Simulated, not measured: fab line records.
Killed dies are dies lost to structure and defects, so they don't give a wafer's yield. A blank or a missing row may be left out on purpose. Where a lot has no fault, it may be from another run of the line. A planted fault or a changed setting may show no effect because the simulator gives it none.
Chamber matching | flow n5 finfet | N5_BEOL_M2_STRIP_19 on rie diel-03: 4 sister chambers
The step strips in O2. 4 wafers are shown with their chamber, then 10 later ones without.

WAFERS, EACH WITH ITS CHAMBER
wafer  | chamber | showerhead plenum p Torr (Torr)
L082.2 | 2       | 2.00
L082.6 | 0       | 2.16
L088.2 | 3       | 2.12
L088.3 | 1       | 1.97

WAFERS MISSING THEIR CHAMBER
wafer  | showerhead plenum p Torr (Torr)
L088.5 | 2.12
L092.2 | 1.97
L092.5 | 2.00
L092.6 | 1.97
L097.1 | 1.99
L097.4 | 2.15
L097.5 | 1.97
L096.1 | 1.99
L096.2 | 2.11
L096.3 | 2.15

WHICH CHAMBER EACH WENT THROUGH
wafer  | from the rows above     | in truth
L088.5 | 3                       | 3
L092.2 | 1                       | 1
L092.5 | 2                       | 2
L092.6 | 1                       | 1
L097.1 | can't be placed: 2 or 1 | 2
L097.4 | 0                       | 0
L097.5 | 1                       | 1
L096.1 | can't be placed: 2 or 1 | 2
L096.2 | 3                       | 3
L096.3 | 0                       | 0
Correct placement for 8 of the 10. From these rows, 2 cannot be placed; in 2 the true chamber is one of the candidates. 0 placed wrongly.
How it was worked out, from the rows above alone: a wafer's distance from a chamber is the root of the sum, over the readings, of the square of ((its reading less the chamber's mean) divided by the reading's scatter). If the next closest chamber is less than 2 further off than the closest, the wafer can't be placed; otherwise it belongs to the closest. The mean given for a chamber averages the wafers shown for that chamber. The scatter: with one shown wafer a chamber, the root of the mean of the squares of how far each hidden wafer lies from its nearest shown one.
